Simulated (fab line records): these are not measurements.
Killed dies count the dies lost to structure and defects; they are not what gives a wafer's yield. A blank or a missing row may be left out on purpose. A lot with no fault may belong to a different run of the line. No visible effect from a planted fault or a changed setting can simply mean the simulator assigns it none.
Split-lot experiment    flow n5 finfet    39 wafers read across 7 lots, on a route 1938 steps long

## ABOUT THE SPLIT
At N5_GATE_CUT_ETCH_56 (etches TiN in Cl2/Ar, target depth 21.6 nm), the setting target depth a was moved away from the recipe's 216 angstrom on 9 of the 39 wafers read, by -8.3% to +10.3%. For the rest of the wafers, this setting stayed at what the recipe calls for.

The split's own step is where the reading is taken.

## THE READING
etch.depth nm (the simulator's own value, which no gauge read), in nm, at N5_GATE_CUT_ETCH_56 (etches TiN in Cl2/Ar, target depth 21.6 nm). There is no usual value for it anywhere in the file. The 30 wafers here that ran the recipe average 20.98 nm, standard deviation 0.39 nm.

wafer   tool, chamber at the split  target depth a as run, angstrom  against the recipe  etch.depth nm, nm  against lot-mates on the recipe
L074.1  rie metal-01, 1             216                              recipe              21.55              -
L074.2  rie metal-01, 0             216                              recipe              21.6               -
L074.5  rie metal-01, 1             216                              recipe              21.36              -
L075.1  rie metal-02, 0             216                              recipe              21.17              -
L075.2  rie metal-02, 1             216                              recipe              20.59              -
L075.3  rie metal-02, 1             216                              recipe              20.37              -
L075.4  rie metal-02, 0             216                              recipe              20.98              -
L075.5  rie metal-02, 0             216                              recipe              21.13              -
L075.6  rie metal-02, 1             216                              recipe              20.58              -
L080.1  rie metal-03, 1             216                              recipe              20.75              -
L080.2  rie metal-03, 0             216                              recipe              20.89              -
L080.3  rie metal-03, 1             216                              recipe              20.48              -
L080.4  rie metal-03, 0             216                              recipe              20.96              -
L080.5  rie metal-03, 1             216                              recipe              20.66              -
L080.6  rie metal-03, 0             216                              recipe              20.92              -
L089.1  rie metal-03, 0             238.3                            +10.3%              22.8               +2.09
L089.2  rie metal-03, 1             216                              recipe              20.72              -
L089.3  rie metal-03, 0             216                              recipe              20.73              -
L089.4  rie metal-03, 1             238.3                            +10.3%              22.73              +2.02
L089.5  rie metal-03, 1             216                              recipe              20.68              -
L089.6  rie metal-03, 0             238.3                            +10.3%              23.08              +2.37
L095.1  rie metal-01, 1             228.1                            +5.6%               22.82              +1.08
L095.2  rie metal-01, 0             228.1                            +5.6%               22.98              +1.24
L095.3  rie metal-01, 0             216                              recipe              21.6               -
L095.4  rie metal-01, 1             216                              recipe              21.94              -
L095.5  rie metal-01, 1             228.1                            +5.6%               23.06              +1.32
L095.6  rie metal-01, 0             216                              recipe              21.67              -
L096.1  rie metal-03, 1             216                              recipe              20.74              -
L096.2  rie metal-03, 0             198.1                            -8.3%               19.23              -1.43
L096.3  rie metal-03, 0             198.1                            -8.3%               19.16              -1.50
L096.4  rie metal-03, 1             216                              recipe              20.49              -
L096.5  rie metal-03, 1             198.1                            -8.3%               18.94              -1.72
L096.6  rie metal-03, 0             216                              recipe              20.76              -
L097.1  rie metal-03, 1             216                              recipe              20.85              -
L097.2  rie metal-03, 0             216                              recipe              21.29              -
L097.3  rie metal-03, 0             216                              recipe              21.21              -
L097.4  rie metal-03, 1             216                              recipe              20.8               -
L097.5  rie metal-03, 0             216                              recipe              21.12              -
L097.6  rie metal-03, 1             216                              recipe              20.75              -

THE FIT
A straight line over all 39 wafers: etch.depth nm changes by +0.222 nm for each +1% of target depth a; r = +0.90; the points scatter about the line by 0.43 nm.
The same after taking each lot's own level away (the mean of its wafers on the recipe; 39 wafers): +0.202 nm for each +1%; r = +0.97; scatter 0.19 nm.
Per that fit: largest target depth a move, reading shift of 2.1 nm.
From 20.663 to 21.737 nm: that is the span of the lots' own levels, equal to 2.7 times the standard deviation above.
Consequently the slope shifts little with the lot-to-lot level, the two slopes agreeing.
Check: for one of the wafers moved furthest among these (+10.3%), held out of the fit, the line's prediction against its lot-mates is +2.12 nm. It came out at +2.09 nm against them.

## THESE WAFERS: OTHER SPLITS
These wafers also went through other splits before the reading. Each is held against what the fit with the lots' levels taken away leaves over:
other split on the same wafers        wafers away from the commonest value  r with etch.depth nm (lot level and that fit taken away)
N5_WELL_APT_IMPLANT_14 energy kev     15                                    -0.11
N5_WELL_APT_IMPLANT_15 energy kev     18                                    -0.16
N5_DUMMY_GATE_HM_DEP_06 target thk a  24                                    -0.04
N5_DUMMY_GATE_EXPOSE_12 dose mj       12                                    -0.09
N5_DUMMY_GATE_ETCH_31 target depth a  18                                    -0.08

## FILE'S OWN FIT
etch.depth nm changes by +0.203 nm for each +1% of target depth a, r = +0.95.
